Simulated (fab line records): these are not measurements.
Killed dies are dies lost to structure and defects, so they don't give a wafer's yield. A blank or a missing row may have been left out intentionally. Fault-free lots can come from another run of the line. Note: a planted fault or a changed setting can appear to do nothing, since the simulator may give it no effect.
Problem report, 8D (eight disciplines) form, completed by code || flow n5Finfet || the parts of the form that need people (team, actions taken, sign-off) are left out

## 1. THE ISSUE
At N5_BEOL_M0_CUTY_INSPECT_59, rawDefectCount averages 17.5 over 2 wafers from 2 lots, while fault-free wafers read 2.0, standard deviation 1.3. Measured from the usual mean, that is +12 standard deviations.
The step: inspects for defects (macro).
The first sign was on wafer L761.5 at day 6 07:34, on defectInspect-02. At this step, 29 wafers from 11 lots have a number in the record. Rule for "out", or "out of limits": more than 4 standard deviations from the usual mean. All remaining wafers that have a number are taken as sound.

## 2. WHAT THIS IS AND IS NOT
{"question": "which readings at this step", "is": "rawDefectCount", "is not": "-"}
{"question": "which lots", "is": "L761, L765", "is not": "L759, L760, L770, L774, L777, L779, L780, L781, L782"}
{"question": "which wafers of those lots", "is": "all that have a number", "is not": "-"}
{"question": "read on which gauges", "is": "defectInspect-01, defectInspect-02", "is not": "-"}
{"question": "when", "is": "from day 6 07:34", "is not": "up to then (6 sound wafers); but 21 sound wafers of L770, L774, L777, L779, L780, L781, L782 came after"}

## 3. THE SUSPECTS, EACH WITH WHAT RULES IT OUT
Counting: a tool at any process step up to the reading remains a suspect when it ran all the lots that are out and ran no sound lot after the first of those.
- ruled out: the gauge at N5_BEOL_M0_CUTY_INSPECT_59. Those wafers that are out were read across 2 gauges (defectInspect-01, defectInspect-02).
- rieDiel-02 at N5_BEOL_M0_SAQP_CUT_ETCH_46 (etches SOC in N2/H2, target depth 135 nm, overetch 27 nm, time 202.5 s): kept. It ran every lot that is out, first L761 (day 6 06:22), and no sound lot after that; its last sound lot up to then is L760 (day 6 01:07).
After counting, what remains is rieDiel-02 at N5_BEOL_M0_SAQP_CUT_ETCH_46.

## 4. THE CAUSE (what the simulator had put in)
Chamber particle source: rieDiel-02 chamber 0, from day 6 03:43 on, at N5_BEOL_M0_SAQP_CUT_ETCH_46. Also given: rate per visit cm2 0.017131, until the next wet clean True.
Only this tool survived the counting.

## 5. THE CHAIN OF EFFECTS, in route order
Rows list readings where the struck wafers' mean (over those with a number) sits beyond 3 standard deviations from the usual. Only readings for which the record gives a usual standard deviation are gone through. hours: the time from each lot's start at the first step in this table that gives one to its start at this step, as a median over the lots. sigmas: the change in usual standard deviations.
{"hours": 0, "step": "N5_BEOL_M0_CUTY_INSPECT_59", "reading": "rawDefectCount", "usual": 2.0, "on struck wafers": 17.5, "change": "+15.5", "sigmas": "+12"}
Later measuring or inspecting steps at which every struck wafer that the step has a row for has a number for every such reading, and none has moved that far: N5_BEOL_M0_OCD_MEAS_108.

## 6. WHAT WOULD HAVE CAUGHT IT SOONER
The first out-of-limits reading at a measuring or inspecting step in this record came at day 6 07:34, 4 hours after the fault's start at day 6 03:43.
No tool reading at N5_BEOL_M0_SAQP_CUT_ETCH_46 that has a usual standard deviation in the record was out on any struck wafer, so an alarm limit of 4 standard deviations on those readings would not have fired.
L765, from the lots that are out (2), started N5_BEOL_M0_SAQP_CUT_ETCH_46 on rieDiel-02 later than day 6 07:34. Putting the tool on hold at that point would have spared it.
